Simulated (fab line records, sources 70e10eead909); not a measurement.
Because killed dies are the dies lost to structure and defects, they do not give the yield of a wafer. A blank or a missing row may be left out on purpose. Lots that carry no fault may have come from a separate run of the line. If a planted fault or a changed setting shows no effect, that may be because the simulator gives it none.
Matching of chambers | flow nand harc | NHARC_A_CHANNEL_FILL_D1_ETCHBACK_19 on rie si-04: 4 sister chambers
The step etches the open film in HBr/Cl2, target depth 5 nm, time 1.7 s. 4 wafers are shown with their chamber, then 8 later ones without.

## WAFERS WITH THEIR CHAMBER
wafer  | chamber | drypump motor current A (A)
L914.5 | 2       | 5.3
L915.1 | 0       | 5.0
L915.3 | 3       | 5.8
L916.3 | 1       | 5.3

## WAFERS WITH NO CHAMBER GIVEN
wafer  | drypump motor current A (A)
L916.4 | 5.3
L916.6 | 5.8
L930.2 | 4.9
L930.3 | 5.3
L930.6 | 5.0
L931.1 | 5.3
L931.2 | 5.9
L931.6 | 4.9

## CHAMBER TAKEN BY EACH
wafer  | from the rows above     | in truth
L916.4 | can't be placed: 1 or 2 | 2
L916.6 | 3                       | 3
L930.2 | 0                       | 0
L930.3 | can't be placed: 1 or 2 | 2
L930.6 | 0                       | 0
L931.1 | can't be placed: 1 or 2 | 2
L931.2 | 3                       | 3
L931.6 | 0                       | 0
Correct placement for 5 of the 8. From these rows, 3 cannot be placed; in 3 the true chamber is one of the candidates. 0 placed wrongly.
How it was worked out, from the rows above alone: a wafer's distance from a chamber is the root of the sum, over the readings, of the square of ((its reading less the chamber's mean) divided by the reading's scatter). If the next closest chamber is less than 2 further off than the closest, the wafer can't be placed; otherwise it belongs to the closest. A chamber's mean is the mean of its shown wafers. The scatter: root of mean squared gap, hidden wafer to nearest shown wafer, with one shown wafer a chamber.
